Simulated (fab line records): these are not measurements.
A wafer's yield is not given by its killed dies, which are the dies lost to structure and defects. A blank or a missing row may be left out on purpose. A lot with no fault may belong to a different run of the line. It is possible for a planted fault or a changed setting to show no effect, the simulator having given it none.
Matching of chambers ; flow n5 finfet ; N5_BEOL_M2_ETCH_64 on rie diel-03 has 4 sister chambers
The step etches SOC in N2/H2, target depth 75 nm, overetch 22.5 nm, time 121.9 s. 4 wafers are shown with their chamber, then 9 later ones without.

## WAFERS PAIRED WITH THEIR CHAMBERS
wafer;chamber;drypump motor current A (A)
L086.6;3;5.9
L087.3;2;6.1
L087.4;1;5.3
L087.5;0;5.5

## WAFERS MISSING THEIR CHAMBER
wafer;drypump motor current A (A)
L090.3;5.6
L090.4;5.3
L090.5;5.9
L095.1;5.6
L095.3;5.3
L095.6;5.9
L096.2;5.3
L096.5;5.3
L096.6;5.6

## CHAMBER TAKEN BY EACH
wafer;from the rows above;in truth
L090.3;0;0
L090.4;1;1
L090.5;3;3
L095.1;0;0
L095.3;1;1
L095.6;3;3
L096.2;1;1
L096.5;1;1
L096.6;0;0
Correctly placed: 9 of 9. Not placeable from these rows: 0. Placed wrongly: 0.
How it was worked out, from the rows above alone: a wafer's distance from a chamber is the root of the sum, over the readings, of the square of ((its reading less the chamber's mean) divided by the reading's scatter). The wafer belongs to the nearest chamber; if the next one is less than 2 further off, it can't be placed. For every chamber, the mean is computed from those of its wafers that are shown. The scatter: root of mean squared gap, hidden wafer to nearest shown wafer, with one shown wafer a chamber.
